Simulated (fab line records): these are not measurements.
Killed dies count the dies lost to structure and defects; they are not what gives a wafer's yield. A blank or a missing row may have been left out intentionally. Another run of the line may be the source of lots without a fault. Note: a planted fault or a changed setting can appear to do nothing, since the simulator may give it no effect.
Matching of chambers / flow n5Finfet / rieDiel-01 running N5_BEOL_M13_ETCH_68: 4 sister chambers
The step etches SOC in N2/H2, time 355 s. 4 wafers are shown with their chamber, then 8 later ones without.

WAFERS PAIRED WITH THEIR CHAMBERS
wafer=L084.5; chamber=1; showerheadPlenumPTorr (Torr)=2.52
wafer=L086.3; chamber=0; showerheadPlenumPTorr (Torr)=2.44
wafer=L086.6; chamber=2; showerheadPlenumPTorr (Torr)=2.69
wafer=L085.3; chamber=3; showerheadPlenumPTorr (Torr)=2.46

WAFERS WITHOUT THEIR CHAMBER
wafer=L085.4; showerheadPlenumPTorr (Torr)=2.44
wafer=L085.6; showerheadPlenumPTorr (Torr)=2.44
wafer=L088.3; showerheadPlenumPTorr (Torr)=2.52
wafer=L088.5; showerheadPlenumPTorr (Torr)=2.43
wafer=L088.6; showerheadPlenumPTorr (Torr)=2.52
wafer=L079.1; showerheadPlenumPTorr (Torr)=2.43
wafer=L079.2; showerheadPlenumPTorr (Torr)=2.51
wafer=L079.6; showerheadPlenumPTorr (Torr)=2.43

THE CHAMBER EACH PASSED THROUGH
wafer=L085.4; from the rows above=0; in truth=0
wafer=L085.6; from the rows above=0; in truth=0
wafer=L088.3; from the rows above=1; in truth=1
wafer=L088.5; from the rows above=0; in truth=0
wafer=L088.6; from the rows above=1; in truth=1
wafer=L079.1; from the rows above=0; in truth=0
wafer=L079.2; from the rows above=1; in truth=1
wafer=L079.6; from the rows above=0; in truth=0
Correctly placed: 8 of 8. Can't be placed from these rows: 0. Wrongly placed: 0.
How it was worked out, from the rows above alone: a wafer's distance from a chamber is the root of the sum, over the readings, of the square of ((its reading less the chamber's mean) divided by the reading's scatter). If the next closest chamber is less than 2 further off than the closest, the wafer can't be placed; otherwise it belongs to the closest. A chamber's mean is the mean of its shown wafers. The scatter (one wafer shown for each chamber): square how far every hidden wafer sits from the nearest shown wafer, average those squares and take the square root.
